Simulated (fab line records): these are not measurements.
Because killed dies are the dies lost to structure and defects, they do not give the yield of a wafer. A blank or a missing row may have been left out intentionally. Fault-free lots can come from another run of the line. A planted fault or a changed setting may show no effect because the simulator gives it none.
Matching of chambers	flow nand-harc	NHARC_P_GATE_DESCUM_93 on rie-diel-12 has 4 sister chambers
The step chemistry O2, time 3 s. 8 wafers are shown with their chamber, then 11 later ones without.

WAFERS WITH THEIR CHAMBER
wafer	chamber	drypump-motor-current-A (A)	oes-product-au (a.u.)
L081.6	0	6.7	1.006
L084.1	2	5.7	0.987
L083.2	0	6.6	1.005
L083.6	3	6.3	1.008
L086.1	3	6.3	0.987
L086.2	2	5.8	0.991
L086.6	1	5.7	1.014
L094.1	1	5.7	1.009

WAFERS WHOSE CHAMBER IS MISSING
wafer	drypump-motor-current-A (A)	oes-product-au (a.u.)
L094.2	6.7	0.993
L094.6	5.6	1.011
L095.2	5.8	0.999
L095.3	6.3	0.994
L095.6	6.6	0.989
L096.1	5.7	0.999
L096.3	6.3	0.995
L096.4	6.7	0.997
L097.1	5.8	1.007
L097.3	5.7	1.002
L097.6	5.7	1.009

EACH ONE'S CHAMBER
wafer	from the rows above	in truth
L094.2	0	0
L094.6	1	1
L095.2	can't be placed: 2 or 1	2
L095.3	3	3
L095.6	0	0
L096.1	can't be placed: 1 or 2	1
L096.3	3	3
L096.4	0	0
L097.1	can't be placed: 1 or 2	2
L097.3	can't be placed: 1 or 2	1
L097.6	1	1
Correct placement for 7 of the 11. Not placeable from these rows: 4 (in 4, the candidates include the true chamber). 0 placed wrongly.
How it was worked out, from the rows above alone: a wafer's distance from a chamber is the root of the sum, over the readings, of the square of ((its reading less the chamber's mean) divided by the reading's scatter). If the next closest chamber is less than 2 further off than the closest, the wafer can't be placed; otherwise it belongs to the closest. For every chamber, the mean is computed from those of its wafers that are shown. The scatter: take each reading less its chamber's mean, square it, sum over the shown wafers, divide by the number of wafers less the number of chambers, and take the root.
